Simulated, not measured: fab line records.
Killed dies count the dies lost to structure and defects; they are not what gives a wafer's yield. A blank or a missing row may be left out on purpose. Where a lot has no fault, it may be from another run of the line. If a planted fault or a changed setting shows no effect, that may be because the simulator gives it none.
2 desks looking at one fault / flow nand harc / every desk sees just its own numbers, and what lay behind them comes last

THE METROLOGY DESK
Means of the sampled wafers that have a number, per lot and without regard to the tool the lot ran on: this is what the gauges read. The brackets show how far a lot's mean lies from the usual mean; more than 4 standard deviations puts the lot out of limits, marked OUT.
Columns: A = thk nm at NHARC_A_ONON_D2_THK_MEAS_11, usual 997 nm; B = thk nm at NHARC_A_ONON_D2_THK_MEAS_18, usual 1002 nm
lot=L884; first seen here=day 11 23:47; A=992; B=1006
lot=L886; first seen here=day 13 00:41; A=977; B=1010
lot=L887; first seen here=day 13 14:27; A=983; B=1000
lot=L888; first seen here=day 14 04:35; A=1010; B=1010
lot=L889; first seen here=day 14 17:49; A=1018; B=1007
lot=L890; first seen here=day 14 17:49; A=1001; B=1004
lot=L891; first seen here=day 15 05:47; A=997; B=1021
lot=L892; first seen here=day 15 23:47; A=999; B=1359 (+36) OUT
lot=L893; first seen here=day 16 04:43; A=1005; B=1000
lot=L894; first seen here=day 17 06:23; A=986; B=1010
lot=L895; first seen here=day 17 08:26; A=975; B=1171 (+17) OUT
lot=L902; first seen here=day 19 17:32; A=993; B=993
lot=L905; first seen here=day 21 10:38; A=998; B=984
lot=L907; first seen here=day 22 05:07; A=1001; B=995
This desk's finding: out of limits on L892, L895; first on L892, day 16 12:01 (thk nm at NHARC_A_ONON_D2_THK_MEAS_18). In limits: L884, L886, L887, L888, L889, L890, L891, L893, L894, L902, L905, L907.

THE TOOL OWNER'S DESK: pecvd onon-04
The tool's own readings at NHARC_A_ONON_D2_DEP_16 (target thk 1000 nm): means of the sampled wafers that have a number, for each lot that ran on this tool. The brackets show how far a lot's mean lies from the usual mean; more than 4 standard deviations puts the lot out of limits, marked OUT.
Columns: A = n2o flow sccm at NHARC_A_ONON_D2_DEP_16, usual 1999 sccm
lot=L886; first seen here=day 13 08:55; A=2002
lot=L887; first seen here=day 13 22:38; A=1999
lot=L890; first seen here=day 15 01:24; A=1997
lot=L891; first seen here=day 15 16:21; A=1996
lot=L892; first seen here=day 16 11:30; A=1998
lot=L895; first seen here=day 17 15:26; A=2011
lot=L907; first seen here=day 22 12:55; A=1993
This desk's verdict: no lot among the 7 shows anything out of limits.

BROUGHT TOGETHER
L892, L895 would have let the metrology desk raise an alarm at day 16 12:01.
The tool owner's desk saw nothing out of limits.
On record at the tool owner's desk: L892, L895, within its limits.
All the named lots went through NHARC_A_ONON_D2_DEP_16 on pecvd onon-04.

WHAT THE SIMULATOR HAD PUT IN
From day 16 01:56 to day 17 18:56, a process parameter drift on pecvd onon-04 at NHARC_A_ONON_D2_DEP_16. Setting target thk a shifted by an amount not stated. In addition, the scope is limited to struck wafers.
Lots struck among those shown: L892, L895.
Hours from the fault's start to each desk's first reading out of limits: the metrology desk, 10.
